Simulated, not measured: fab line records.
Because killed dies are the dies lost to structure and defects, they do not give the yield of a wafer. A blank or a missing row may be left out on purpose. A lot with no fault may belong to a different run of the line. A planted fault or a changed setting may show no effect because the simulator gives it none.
Matching of chambers || flow n5 finfet || cmp-04 running N5_HKMG_FIN_CMP_94: 4 sister chambers
The step polishes, stops on SiNx, t overpolish 4.7 s, target thk 43.299 nm. 16 wafers are shown with their chamber, then 8 later ones without.

## WAFERS, EACH WITH ITS CHAMBER
{"wafer": "L075.2", "chamber": 2, "motor current A (A)": 10.6, "head pressure psi (psi)": 3.998, "slurry flow ml min": 150.0}
{"wafer": "L075.3", "chamber": 0, "motor current A (A)": 11.4, "head pressure psi (psi)": 4.002, "slurry flow ml min": 149.9}
{"wafer": "L075.5", "chamber": 3, "motor current A (A)": 12.1, "head pressure psi (psi)": 4.014, "slurry flow ml min": 150.2}
{"wafer": "L076.1", "chamber": 2, "motor current A (A)": 10.2, "head pressure psi (psi)": 3.995, "slurry flow ml min": 149.6}
{"wafer": "L076.2", "chamber": 1, "motor current A (A)": 13.0, "head pressure psi (psi)": 3.998, "slurry flow ml min": 149.7}
{"wafer": "L076.4", "chamber": 3, "motor current A (A)": 12.4, "head pressure psi (psi)": 4.009, "slurry flow ml min": 150.2}
{"wafer": "L088.1", "chamber": 1, "motor current A (A)": 13.2, "head pressure psi (psi)": 4.003, "slurry flow ml min": 149.7}
{"wafer": "L088.3", "chamber": 2, "motor current A (A)": 10.7, "head pressure psi (psi)": 4.006, "slurry flow ml min": 150.4}
{"wafer": "L088.4", "chamber": 0, "motor current A (A)": 11.3, "head pressure psi (psi)": 4.008, "slurry flow ml min": 150.1}
{"wafer": "L089.4", "chamber": 3, "motor current A (A)": 11.9, "head pressure psi (psi)": 3.997, "slurry flow ml min": 149.0}
{"wafer": "L089.5", "chamber": 1, "motor current A (A)": 13.3, "head pressure psi (psi)": 4.002, "slurry flow ml min": 150.6}
{"wafer": "L089.6", "chamber": 2, "motor current A (A)": 11.1, "head pressure psi (psi)": 3.989, "slurry flow ml min": 150.3}
{"wafer": "L090.1", "chamber": 0, "motor current A (A)": 12.1, "head pressure psi (psi)": 3.994, "slurry flow ml min": 149.7}
{"wafer": "L090.2", "chamber": 3, "motor current A (A)": 12.4, "head pressure psi (psi)": 3.994, "slurry flow ml min": 150.1}
{"wafer": "L090.3", "chamber": 1, "motor current A (A)": 13.2, "head pressure psi (psi)": 3.990, "slurry flow ml min": 150.0}
{"wafer": "L091.1", "chamber": 0, "motor current A (A)": 11.1, "head pressure psi (psi)": 4.003, "slurry flow ml min": 150.5}

SIGNATURES (means of the wafers above)
{"reading": "motor current A", "chamber 0": 11.475, "chamber 1": 13.175, "chamber 2": 10.650, "chamber 3": 12.200, "scatter within a chamber": 0.317}
{"reading": "head pressure psi", "chamber 0": 4.00175, "chamber 1": 3.99825, "chamber 2": 3.99700, "chamber 3": 4.00350, "scatter within a chamber": 0.00724}
{"reading": "slurry flow ml min", "chamber 0": 150.050, "chamber 1": 150.000, "chamber 2": 150.075, "chamber 3": 149.875, "scatter within a chamber": 0.438}
Rule: for a wafer and a chamber, the distance is found by dividing, reading by reading, the gap between the wafer's reading and the chamber's mean by the reading's scatter, squaring, summing and taking the root. If the next closest chamber is less than 2 further off than the closest, the wafer can't be placed; otherwise it belongs to the closest. How the scatter is found: for the shown wafers, subtract from each reading the mean of its chamber, square and add these, divide the total by (wafers less chambers), then take the root.

## WAFERS WITHOUT THEIR CHAMBER
{"wafer": "L091.3", "motor current A (A)": 12.6, "head pressure psi (psi)": 3.998, "slurry flow ml min": 149.9}
{"wafer": "L091.6", "motor current A (A)": 10.8, "head pressure psi (psi)": 3.997, "slurry flow ml min": 150.0}
{"wafer": "L093.1", "motor current A (A)": 13.3, "head pressure psi (psi)": 4.005, "slurry flow ml min": 150.0}
{"wafer": "L093.4", "motor current A (A)": 10.5, "head pressure psi (psi)": 4.003, "slurry flow ml min": 150.5}
{"wafer": "L093.6", "motor current A (A)": 12.3, "head pressure psi (psi)": 3.995, "slurry flow ml min": 150.3}
{"wafer": "L096.3", "motor current A (A)": 12.0, "head pressure psi (psi)": 3.998, "slurry flow ml min": 150.2}
{"wafer": "L096.4", "motor current A (A)": 12.5, "head pressure psi (psi)": 3.998, "slurry flow ml min": 150.1}
{"wafer": "L096.6", "motor current A (A)": 11.7, "head pressure psi (psi)": 4.004, "slurry flow ml min": 149.9}

## EACH ONE'S CHAMBER
{"wafer": "L091.3", "from the rows above": "can't be placed: 3 or 1", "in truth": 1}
{"wafer": "L091.6", "from the rows above": "can't be placed: 2 or 0", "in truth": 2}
{"wafer": "L093.1", "from the rows above": 1, "in truth": 1}
{"wafer": "L093.4", "from the rows above": "can't be placed: 2 or 0", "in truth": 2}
{"wafer": "L093.6", "from the rows above": "can't be placed: 3 or 0 or 1", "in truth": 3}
{"wafer": "L096.3", "from the rows above": "can't be placed: 3 or 0", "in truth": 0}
{"wafer": "L096.4", "from the rows above": "can't be placed: 3 or 1 or 0", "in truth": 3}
{"wafer": "L096.6", "from the rows above": "can't be placed: 0 or 3", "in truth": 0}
1 of 8 placed correctly. Cannot be placed on the basis of these rows: 7; the candidates contain the true chamber in 7. 0 placed wrongly.
